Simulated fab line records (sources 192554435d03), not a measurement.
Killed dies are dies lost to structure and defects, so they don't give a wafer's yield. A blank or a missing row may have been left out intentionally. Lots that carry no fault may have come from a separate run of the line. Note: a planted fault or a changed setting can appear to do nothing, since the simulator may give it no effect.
Matching of chambers || flow n5_finfet || N5_BEOL_M2_DEP_57 on pecvd-03: 3 sister chambers
The step deposits SiCN from 3MS/NH3, target thk 8 nm, time 14 s. 14 wafers are shown with their chamber, then 7 later ones without.

WAFERS, EACH WITH ITS CHAMBER
{"wafer": "L077.3", "chamber": 1, "showerhead_plenum_p_Torr (Torr)": 3.674, "showerhead_vpp_V (V)": 823, "throttle_valve_pct (%)": 9.4}
{"wafer": "L077.4", "chamber": 2, "showerhead_plenum_p_Torr (Torr)": 3.640, "showerhead_vpp_V (V)": 931, "throttle_valve_pct (%)": 8.7}
{"wafer": "L077.6", "chamber": 0, "showerhead_plenum_p_Torr (Torr)": 3.687, "showerhead_vpp_V (V)": 885, "throttle_valve_pct (%)": 8.8}
{"wafer": "L078.2", "chamber": 2, "showerhead_plenum_p_Torr (Torr)": 3.641, "showerhead_vpp_V (V)": 924, "throttle_valve_pct (%)": 8.7}
{"wafer": "L078.4", "chamber": 0, "showerhead_plenum_p_Torr (Torr)": 3.686, "showerhead_vpp_V (V)": 916, "throttle_valve_pct (%)": 8.8}
{"wafer": "L078.6", "chamber": 1, "showerhead_plenum_p_Torr (Torr)": 3.676, "showerhead_vpp_V (V)": 825, "throttle_valve_pct (%)": 9.5}
{"wafer": "L083.1", "chamber": 0, "showerhead_plenum_p_Torr (Torr)": 3.680, "showerhead_vpp_V (V)": 888, "throttle_valve_pct (%)": 8.8}
{"wafer": "L083.4", "chamber": 1, "showerhead_plenum_p_Torr (Torr)": 3.671, "showerhead_vpp_V (V)": 838, "throttle_valve_pct (%)": 9.6}
{"wafer": "L083.5", "chamber": 0, "showerhead_plenum_p_Torr (Torr)": 3.690, "showerhead_vpp_V (V)": 873, "throttle_valve_pct (%)": 9.1}
{"wafer": "L089.4", "chamber": 2, "showerhead_plenum_p_Torr (Torr)": 3.641, "showerhead_vpp_V (V)": 929, "throttle_valve_pct (%)": 8.6}
{"wafer": "L089.5", "chamber": 1, "showerhead_plenum_p_Torr (Torr)": 3.687, "showerhead_vpp_V (V)": 831, "throttle_valve_pct (%)": 9.6}
{"wafer": "L089.6", "chamber": 0, "showerhead_plenum_p_Torr (Torr)": 3.691, "showerhead_vpp_V (V)": 894, "throttle_valve_pct (%)": 8.8}
{"wafer": "L094.1", "chamber": 2, "showerhead_plenum_p_Torr (Torr)": 3.639, "showerhead_vpp_V (V)": 919, "throttle_valve_pct (%)": 8.9}
{"wafer": "L094.4", "chamber": 1, "showerhead_plenum_p_Torr (Torr)": 3.674, "showerhead_vpp_V (V)": 826, "throttle_valve_pct (%)": 10.0}

SIGNATURES (averages over the wafers above)
{"reading": "showerhead_plenum_p_Torr", "chamber 0": 3.68680, "chamber 1": 3.67640, "chamber 2": 3.64025, "scatter within a chamber": 0.00458}
{"reading": "showerhead_vpp_V", "chamber 0": 891.20, "chamber 1": 828.60, "chamber 2": 925.75, "scatter within a chamber": 10.6}
{"reading": "throttle_valve_pct", "chamber 0": 8.860, "chamber 1": 9.620, "chamber 2": 8.725, "scatter within a chamber": 0.173}
Rule: for each reading, subtract the chamber's mean from the wafer's reading, divide by that reading's scatter and square the result; add these up over the readings and take the root, which gives the wafer's distance from the chamber. The wafer belongs to the nearest chamber; if the next one is less than 2 further off, it can't be placed. The scatter: the root of (the sum of the squares of (reading less its chamber's mean) over the shown wafers, divided by (wafers less chambers)).

WAFERS WITH NO CHAMBER GIVEN
{"wafer": "L094.6", "showerhead_plenum_p_Torr (Torr)": 3.640, "showerhead_vpp_V (V)": 936, "throttle_valve_pct (%)": 8.7}
{"wafer": "L096.2", "showerhead_plenum_p_Torr (Torr)": 3.675, "showerhead_vpp_V (V)": 824, "throttle_valve_pct (%)": 9.4}
{"wafer": "L096.4", "showerhead_plenum_p_Torr (Torr)": 3.638, "showerhead_vpp_V (V)": 930, "throttle_valve_pct (%)": 8.9}
{"wafer": "L096.6", "showerhead_plenum_p_Torr (Torr)": 3.691, "showerhead_vpp_V (V)": 905, "throttle_valve_pct (%)": 8.9}
{"wafer": "L095.1", "showerhead_plenum_p_Torr (Torr)": 3.677, "showerhead_vpp_V (V)": 825, "throttle_valve_pct (%)": 9.5}
{"wafer": "L095.3", "showerhead_plenum_p_Torr (Torr)": 3.676, "showerhead_vpp_V (V)": 901, "throttle_valve_pct (%)": 9.0}
{"wafer": "L095.4", "showerhead_plenum_p_Torr (Torr)": 3.672, "showerhead_vpp_V (V)": 832, "throttle_valve_pct (%)": 9.6}

WHICH CHAMBER EACH ONE RAN IN
{"wafer": "L094.6", "from the rows above": 2, "in truth": 2}
{"wafer": "L096.2", "from the rows above": 1, "in truth": 1}
{"wafer": "L096.4", "from the rows above": 2, "in truth": 2}
{"wafer": "L096.6", "from the rows above": 0, "in truth": 0}
{"wafer": "L095.1", "from the rows above": 1, "in truth": 1}
{"wafer": "L095.3", "from the rows above": 0, "in truth": 0}
{"wafer": "L095.4", "from the rows above": 1, "in truth": 1}
Correctly placed: 7 of 7. Left unplaced by these rows: 0. 0 placed wrongly.
